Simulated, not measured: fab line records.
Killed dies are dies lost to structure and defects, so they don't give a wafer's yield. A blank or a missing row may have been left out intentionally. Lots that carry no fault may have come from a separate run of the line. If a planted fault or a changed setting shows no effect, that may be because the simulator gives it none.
Which tool is to blame? / flow n5Finfet / 11 lots with 32 wafers sampled at 3 steps, on a route of 1938 steps

WHAT THE GAUGES SHOWED, per wafer
N5_BEOL_M7_RS_MEAS_57: a four-point-probe measurement.
lot=L433; measured=day 9 06:26; on=filmMetro-01; M7_RS (ohm/sq)=0.282 0.280
lot=L434; measured=day 9 11:01; on=filmMetro-02; M7_RS (ohm/sq)=0.281 0.305 0.304
lot=L437; measured=day 10 02:52; on=filmMetro-01; M7_RS (ohm/sq)=0.285 0.299 0.302
lot=L440; measured=day 10 19:39; on=filmMetro-01; M7_RS (ohm/sq)=0.286 0.306 0.280
lot=L442; measured=day 11 13:17; on=filmMetro-01; M7_RS (ohm/sq)=0.274 0.275 0.286
lot=L444; measured=day 11 23:04; on=filmMetro-01; M7_RS (ohm/sq)=0.272 0.268 0.290
lot=L446; measured=day 12 21:37; on=filmMetro-02; M7_RS (ohm/sq)=0.275 0.289 0.292
lot=L447; measured=day 13 06:13; on=filmMetro-01; M7_RS (ohm/sq)=0.300 0.299 0.285
lot=L448; measured=day 13 08:49; on=filmMetro-02; M7_RS (ohm/sq)=0.297 0.296 0.289
lot=L454; measured=day 14 13:08; on=filmMetro-02; M7_RS (ohm/sq)=0.292 0.283 0.285
lot=L456; measured=day 15 13:47; on=filmMetro-01; M7_RS (ohm/sq)=0.294 0.280 0.295

EACH LOT AND THE TOOL THAT RAN IT (in order: tool; ch and the chambers of the sampled wafers; start)
lot=L433; N5_BEOL_M7_STRIP_80=rieDiel-01 ch 0, day 9 05:31 or earlier; N5_BEOL_M7_SPUTTER_48=pvdSputter-01, day 9 05:31
lot=L434; N5_BEOL_M7_STRIP_80=rieDiel-03 ch 1,2,3, day 9 10:05 or earlier; N5_BEOL_M7_SPUTTER_48=pvdSputter-01, day 9 10:05
lot=L437; N5_BEOL_M7_STRIP_80=rieDiel-03 ch 1,3, day 10 01:55 or earlier; N5_BEOL_M7_SPUTTER_48=pvdSputter-03, day 10 01:55
lot=L440; N5_BEOL_M7_STRIP_80=rieDiel-03 ch 0,2, day 10 18:31 or earlier; N5_BEOL_M7_SPUTTER_48=pvdSputter-01, day 10 18:31
lot=L442; N5_BEOL_M7_STRIP_80=rieDiel-04 ch 0,1, day 11 12:22 or earlier; N5_BEOL_M7_SPUTTER_48=pvdSputter-01, day 11 12:22
lot=L444; N5_BEOL_M7_STRIP_80=rieDiel-01 ch 2,3, day 11 21:58 or earlier; N5_BEOL_M7_SPUTTER_48=pvdSputter-03, day 11 21:58
lot=L446; N5_BEOL_M7_STRIP_80=rieDiel-04 ch 0,1,2, day 12 20:37 or earlier; N5_BEOL_M7_SPUTTER_48=pvdSputter-01, day 12 20:37
lot=L447; N5_BEOL_M7_STRIP_80=rieDiel-01 ch 1,2,3, day 13 05:17 or earlier; N5_BEOL_M7_SPUTTER_48=pvdSputter-03, day 13 05:17
lot=L448; N5_BEOL_M7_STRIP_80=rieDiel-03 ch 0,3, day 13 07:50 or earlier; N5_BEOL_M7_SPUTTER_48=pvdSputter-01, day 13 07:50
lot=L454; N5_BEOL_M7_STRIP_80=rieDiel-03 ch 1,2, day 14 12:05 or earlier; N5_BEOL_M7_SPUTTER_48=pvdSputter-03, day 14 12:05
lot=L456; N5_BEOL_M7_STRIP_80=rieDiel-01 ch 0,2,3, day 15 12:51 or earlier; N5_BEOL_M7_SPUTTER_48=pvdSputter-01, day 15 12:51
- N5_BEOL_M7_STRIP_80: strips in N2/H2, time 10 s.
- N5_BEOL_M7_SPUTTER_48: material Cu, target thk 10 nm, time 1.667 s.

AS READ BY THE TOOLS THEMSELVES (means over the sampled wafers that have a number; for cases with no such wafer, the mark the record gives instead)
N5_BEOL_M7_STRIP_80.
lot=L433; tool=rieDiel-01; drypumpMotorCurrentA (A)=4.7; oesProductAu (a.u.)=0.89; rfVppV (V)=59.5; showerheadPlenumPTorr (Torr)=2.57; throttleValvePct (%)=23.34
lot=L434; tool=rieDiel-03; drypumpMotorCurrentA (A)=5.7; oesProductAu (a.u.)=0.71; rfVppV (V)=58.7; showerheadPlenumPTorr (Torr)=2.51; throttleValvePct (%)=23.53
lot=L437; tool=rieDiel-03; drypumpMotorCurrentA (A)=5.9; oesProductAu (a.u.)=0.72; rfVppV (V)=59.2; showerheadPlenumPTorr (Torr)=2.58; throttleValvePct (%)=23.37
lot=L440; tool=rieDiel-03; drypumpMotorCurrentA (A)=5.2; oesProductAu (a.u.)=0.78; rfVppV (V)=59.3; showerheadPlenumPTorr (Torr)=2.51; throttleValvePct (%)=23.42
lot=L442; tool=rieDiel-04; drypumpMotorCurrentA (A)=6.0; oesProductAu (a.u.)=0.88; rfVppV (V)=58.8; showerheadPlenumPTorr (Torr)=2.59; throttleValvePct (%)=23.85
lot=L444; tool=rieDiel-01; drypumpMotorCurrentA (A)=6.2; oesProductAu (a.u.)=0.89; rfVppV (V)=58.4; showerheadPlenumPTorr (Torr)=2.49; throttleValvePct (%)=23.38
lot=L446; tool=rieDiel-04; drypumpMotorCurrentA (A)=6.0; oesProductAu (a.u.)=0.84; rfVppV (V)=59.2; showerheadPlenumPTorr (Torr)=2.58; throttleValvePct (%)=23.94
lot=L447; tool=rieDiel-01; drypumpMotorCurrentA (A)=5.9; oesProductAu (a.u.)=0.81; rfVppV (V)=59.1; showerheadPlenumPTorr (Torr)=2.48; throttleValvePct (%)=23.61
lot=L448; tool=rieDiel-03; drypumpMotorCurrentA (A)=5.9; oesProductAu (a.u.)=0.74; rfVppV (V)=58.7; showerheadPlenumPTorr (Torr)=2.59; throttleValvePct (%)=23.31
lot=L454; tool=rieDiel-03; drypumpMotorCurrentA (A)=5.4; oesProductAu (a.u.)=0.87; rfVppV (V)=58.8; showerheadPlenumPTorr (Torr)=2.64; throttleValvePct (%)=23.35
lot=L456; tool=rieDiel-01; drypumpMotorCurrentA (A)=5.7; oesProductAu (a.u.)=0.84; rfVppV (V)=58.9; showerheadPlenumPTorr (Torr)=2.50; throttleValvePct (%)=23.44

N5_BEOL_M7_SPUTTER_48.
lot=L433; tool=pvdSputter-01; cathodeDcPowerW (W)=26006; throttleValvePct (%)=30.3
lot=L434; tool=pvdSputter-01; cathodeDcPowerW (W)=25998; throttleValvePct (%)=31.1
lot=L437; tool=pvdSputter-03; cathodeDcPowerW (W)=25997; throttleValvePct (%)=30.2
lot=L440; tool=pvdSputter-01; cathodeDcPowerW (W)=26002; throttleValvePct (%)=29.3
lot=L442; tool=pvdSputter-01; cathodeDcPowerW (W)=25998; throttleValvePct (%)=30.7
lot=L444; tool=pvdSputter-03; cathodeDcPowerW (W)=26003; throttleValvePct (%)=29.8
lot=L446; tool=pvdSputter-01; cathodeDcPowerW (W)=26000; throttleValvePct (%)=29.4
lot=L447; tool=pvdSputter-03; cathodeDcPowerW (W)=25000; throttleValvePct (%)=30.2
lot=L448; tool=pvdSputter-01; cathodeDcPowerW (W)=26004; throttleValvePct (%)=30.8
lot=L454; tool=pvdSputter-03; cathodeDcPowerW (W)=25004; throttleValvePct (%)=30.4
lot=L456; tool=pvdSputter-01; cathodeDcPowerW (W)=25997; throttleValvePct (%)=30.2

THE ANSWER, worked out from the rows above alone
Rule: the lots themselves supply what counts as usual. The widest of any qualifying gaps counts: lots, ordered by their means at a reading, are off when they make up no more than a third of the lots, leave a main group of 4 or more, and stand apart from it by 3 or more times the standard deviation of that group's means. If all means in a main group match to the digits the tables above print for the reading, that group is not used. A lot without any number at a reading at which 4 lots or more have one is off too. Where the step has rows for the other lots, those lots are counted as sound. The gauges are gone through in route order, then the tools' own readings, and for those a lot's mean is taken as printed above. At the first step where some lot is off, the reading lying furthest off is the one used; lots without a number count as furthest.
Off at N5_BEOL_M7_SPUTTER_48 (cathodeDcPowerW): L447, L454. The main group: mean 26001 W, standard deviation 3.1.
A tool fits if, at that step or a process step before it, it ran every lot that is off, and no sound lot after the first of them. N5_BEOL_M7_STRIP_80: start missing for some lots; hours and lot order therefore follow N5_BEOL_M7_SPUTTER_48. One candidate fits, namely pvdSputter-03 at N5_BEOL_M7_SPUTTER_48. A fault onset in the window from L444 (day 11 21:58, its last sound lot) to L447 (day 13 05:17, its first lot off) fits.
On the lots that are off, the tool's own readings at N5_BEOL_M7_SPUTTER_48 differ by more than 5 times the standard deviation of the sound lots' means, which bears it out; cathodeDcPowerW reads 25002 W there versus 26001 W on the sound lots.

WHAT THE SIMULATOR HAD PUT IN
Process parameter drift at N5_BEOL_M7_SPUTTER_48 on pvdSputter-03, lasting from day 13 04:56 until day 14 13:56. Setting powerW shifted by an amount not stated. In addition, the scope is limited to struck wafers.
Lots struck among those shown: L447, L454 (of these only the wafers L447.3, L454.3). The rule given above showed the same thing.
